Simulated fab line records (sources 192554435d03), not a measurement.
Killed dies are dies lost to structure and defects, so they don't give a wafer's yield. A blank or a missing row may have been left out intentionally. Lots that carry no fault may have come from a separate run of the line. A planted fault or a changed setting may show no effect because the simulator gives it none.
Struck lot and sound lot, side by side + flow n5_finfet + 17 out of 1938 route steps
Sound: these wafers, L709.3, L709.5, L709.6. Wafers struck: L723.2, L723.5. The cause is named last.
Order at every step that has rows: each side's tool, ch and its chambers, its first start. Under that, the readings that differ: sound wafers + struck wafers + difference of the means + sigmas: that difference in standard deviations of wafers without a fault.
alike: a reading whose means differ by less than 2 such deviations, as well as words and numbers matching on both sides. not compared: withheld readings; readings where some wafer has no value; bounds like >300 that might hide an equal value; numbers whose values overlap and for which the record gives no deviation.
A row with sigmas, a row that says differs or no value, or rows on one side alone: a step with any of these is where the two part. Non-overlapping numbers with no deviation appear without sigmas and do not part them. A reading missing from all wafers of one side parts the sides only when that side holds two or more wafers.

first, 1 step without rows for these wafers: N5_BEOL_M3_ANNEAL_82 (time 240 s).
N5_BEOL_M3_SPUTTER_86: material Cu, target thk 4.5 nm, time 8.29 s.
  struck on pvd_sputter-01, day 10 22:05; sound on pvd_sputter-01, day 7 11:52
  alike: chamber_pressure_pa, throttle_valve_pct
then, 2 steps without rows for these wafers: N5_BEOL_M3_ANNEAL_87 (time 240 s); N5_BEOL_M3_SPUTTER_88 (material Cu, target thk 4.5 nm, time 8.29 s).
N5_BEOL_M3_ANNEAL_89: time 240 s.
  struck on pvd_sputter-01, day 10 22:23; sound on pvd_sputter-01, day 7 12:10
  alike: heater_power_w
N5_BEOL_M3_SPUTTER_90: material Cu, target thk 4.5 nm, time 8.29 s.
  struck on pvd_sputter-01, day 10 22:31; sound on pvd_sputter-01, day 7 12:19
  alike: chamber_pressure_pa, throttle_valve_pct
N5_BEOL_M3_ANNEAL_91: time 240 s.
  struck on pvd_sputter-01, day 10 22:36; sound on pvd_sputter-01, day 7 12:23
  alike: heater_power_w
then, 1 step without rows for these wafers: N5_BEOL_M3_SPUTTER_92 (material Cu, target thk 4.5 nm, time 8.29 s).
N5_BEOL_M3_ANNEAL_93: time 240 s.
  struck on pvd_sputter-01, day 10 22:49; sound on pvd_sputter-01, day 7 12:37
  alike: heater_power_w
then, 3 steps without rows for these wafers: N5_BEOL_M3_SPUTTER_94 (material Cu, target thk 4.5 nm, time 8.29 s); N5_BEOL_M3_ANNEAL_95 (time 240 s); N5_BEOL_M3_SPUTTER_96 (material Cu, target thk 4.5 nm, time 8.29 s).
N5_BEOL_M3_ECD_50: material Cu, target thk 300 nm.
  sound on ecd_cu-02 ch 0,1, day 7 13:07; struck on ecd_cu-02 ch 0, day 10 23:18
| reading                                | sound           | struck    | difference | sigmas |
|----------------------------------------|-----------------|-----------|------------|--------|
| model.Cu_of_BEOL_M3_ECD_50.thk_nm (nm) | 299 303.2 300.8 | 139.4 144 | -159.3     |        |
then, 1 step without rows for these wafers: N5_BEOL_M3_ANNEAL_51 (time 90 s).
N5_BEOL_M3_CMP_52: polishes, stops on SiOC, t overpolish 6.8 s, target thk 40 nm.
  sound on cmp-04 ch 1,2,3, day 7 13:32; struck on cmp-03 ch 3, day 10 23:40
| reading                | sound    | struck | difference | sigmas |
|------------------------|----------|--------|------------|--------|
| time_to_endpoint_s (s) | 62 66 59 | 28 30  | -33        | -9     |
  alike: motor_current_A
N5_BEOL_M3_THK_MEAS_53: measures by xrf.
  struck on film_metro-01, day 10 23:58; sound on film_metro-01, day 7 13:46
  alike: M3_THK
N5_BEOL_M4_RC_MEAS_101:
  sound on prober-01 ch 0, day 8 02:57; struck on prober-02 ch 0, day 11 08:40
  alike: DIBL_N, DIBL_P, IOFF_N, IOFF_P, ION_N, ION_P, SS_N, SS_P, VT_N, VT_P

WHERE THEY PART
Only at N5_BEOL_M3_CMP_52, as far as this record shows. Later steps at which nothing parts them and some readings are alike: N5_BEOL_M3_THK_MEAS_53, N5_BEOL_M4_RC_MEAS_101.

WHY: what the simulator had put in
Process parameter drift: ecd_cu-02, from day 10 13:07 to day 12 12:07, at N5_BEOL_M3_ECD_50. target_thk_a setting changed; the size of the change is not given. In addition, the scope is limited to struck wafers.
